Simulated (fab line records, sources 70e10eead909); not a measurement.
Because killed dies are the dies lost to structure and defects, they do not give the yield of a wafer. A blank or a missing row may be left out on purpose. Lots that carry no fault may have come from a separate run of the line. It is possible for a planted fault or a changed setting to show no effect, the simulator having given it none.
Code-filled problem report in 8D (eight disciplines) form    flow nand harc    the parts of the form that need people (team, actions taken, sign-off) are left out

1. PROBLEM STATEMENT
Wafers without a fault read 997 nm, standard deviation 9.9; thk nm at NHARC_A_ONON_D1_THK_MEAS_30 reads a mean of 1514 nm on 6 wafers belonging to 2 lots. That puts it +52 standard deviations away from the usual mean.
The step: measures by ellipsometry.
First seen on wafer L456.3, day 12 04:16, on film metro-02. The record holds 39 wafers of 13 lots with a number at this step. The rule behind "out" and "out of limits": a value lying over 4 standard deviations away from the usual mean. The other wafers with a number count as sound.

2. WHAT THIS IS AND IS NOT
question                     is                      is not
which readings at this step  thk nm                  -
which lots                   L456, L458              L441, L442, L443, L445, L448, L449, L450, L452, L461, L462, L464
which wafers of those lots   all that have a number  -
read on which gauges         film metro-02           film metro-01
when                         from day 12 04:16       up to then (24 sound wafers); but 9 sound wafers of L461, L462, L464 came after

3. SUSPECTS, AND WHAT RULES EACH OUT
Counting: a tool at a process step up to the reading stays a suspect if it ran every lot that is out and no sound lot after the first of them.
- the gauge at NHARC_A_ONON_D1_THK_MEAS_30: kept. All the wafers that are out were read on film metro-02, and no step on other tools shows them out.
- pecvd onon-03 at NHARC_A_ONON_D1_DEP_28 (target thk 1000 nm): kept. It ran every lot that is out, first L456 (day 12 03:52), and no sound lot after that; its last sound lot up to then is L449 (day 10 04:32).
The count leaves film metro-02 at NHARC_A_ONON_D1_THK_MEAS_30 and pecvd onon-03 at NHARC_A_ONON_D1_DEP_28.

4. THE CAUSE (what the simulator had put in)
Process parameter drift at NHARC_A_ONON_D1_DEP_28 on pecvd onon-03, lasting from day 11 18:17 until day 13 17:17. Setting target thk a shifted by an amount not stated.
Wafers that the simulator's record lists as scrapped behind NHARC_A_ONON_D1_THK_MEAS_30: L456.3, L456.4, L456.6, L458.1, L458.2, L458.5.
Of the 2 suspects that counting leaves, this tool is one.

5. SEQUENCE OF EFFECTS, ordered by route
Each row: a reading where the mean over the struck wafers with a number is more than 3 standard deviations away from the usual. Scope: only readings with a usual standard deviation given in the record; hours: median across lots of the time from each lot's start at the first step in this table that gives one to its start at this step; sigmas: change in usual standard deviations.
hours  step                         reading  usual   on struck wafers  change  sigmas
0      NHARC_A_ONON_D1_THK_MEAS_30  thk nm   997 nm  1514              +517    +52

6. WHAT WOULD HAVE CAUGHT IT SOONER
In this record the first reading out of limits at a measuring or inspecting step was taken at day 12 04:16, 10 hours after the fault began at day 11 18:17.
No tool reading at NHARC_A_ONON_D1_DEP_28 that has a usual standard deviation in the record was out on any struck wafer, so an alarm limit of 4 standard deviations on those readings would not have fired.
By day 12 04:16 the whole set of lots that are out, 2 in number, had already begun NHARC_A_ONON_D1_DEP_28 on pecvd onon-03. Had the tool been put on hold then, not one of them would have been saved.
